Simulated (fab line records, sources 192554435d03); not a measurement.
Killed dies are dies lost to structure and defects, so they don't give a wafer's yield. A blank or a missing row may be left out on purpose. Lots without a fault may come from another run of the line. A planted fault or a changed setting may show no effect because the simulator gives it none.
Chamber matching | flow n5_finfet | N5_BEOL_M14_DEP_53 on pecvd-03: 3 sister chambers
The step deposits SiCN from 3MS/NH3, target thk 50 nm, time 17.8 s. 6 wafers are shown with their chamber, then 8 later ones without.

WAFERS WITH THEIR CHAMBER
wafer  | chamber | throttle_valve_pct (%) | showerhead_plenum_p_Torr (Torr)
L081.4 | 1       | 17.4                   | 4.20
L087.4 | 0       | 21.1                   | 4.19
L089.1 | 0       | 21.3                   | 4.20
L089.2 | 2       | 18.1                   | 4.14
L089.6 | 2       | 18.1                   | 4.14
L092.1 | 1       | 17.3                   | 4.19

WAFERS WITHOUT THEIR CHAMBER
wafer  | throttle_valve_pct (%) | showerhead_plenum_p_Torr (Torr)
L092.3 | 20.8                   | 4.19
L092.5 | 21.2                   | 4.20
L090.1 | 18.2                   | 4.13
L090.3 | 18.0                   | 4.13
L090.5 | 18.4                   | 4.13
L097.1 | 18.4                   | 4.14
L097.4 | 21.1                   | 4.21
L097.6 | 18.2                   | 4.12

WHICH CHAMBER EACH WENT THROUGH
wafer  | from the rows above | in truth
L092.3 | 0                   | 0
L092.5 | 0                   | 0
L090.1 | 2                   | 2
L090.3 | 2                   | 2
L090.5 | 2                   | 2
L097.1 | 2                   | 2
L097.4 | 0                   | 0
L097.6 | 2                   | 2
Placed correctly: 8 of 8. Can't be placed from these rows: 0. Placed wrongly: 0.
How it was worked out, from the rows above alone: a wafer's distance from a chamber is the root of the sum, over the readings, of the square of ((its reading less the chamber's mean) divided by the reading's scatter). The wafer belongs to the nearest chamber; if the next one is less than 2 further off, it can't be placed. A chamber's mean is the mean of its shown wafers. The scatter: the root of (the sum of the squares of (reading less its chamber's mean) over the shown wafers, divided by (wafers less chambers)).
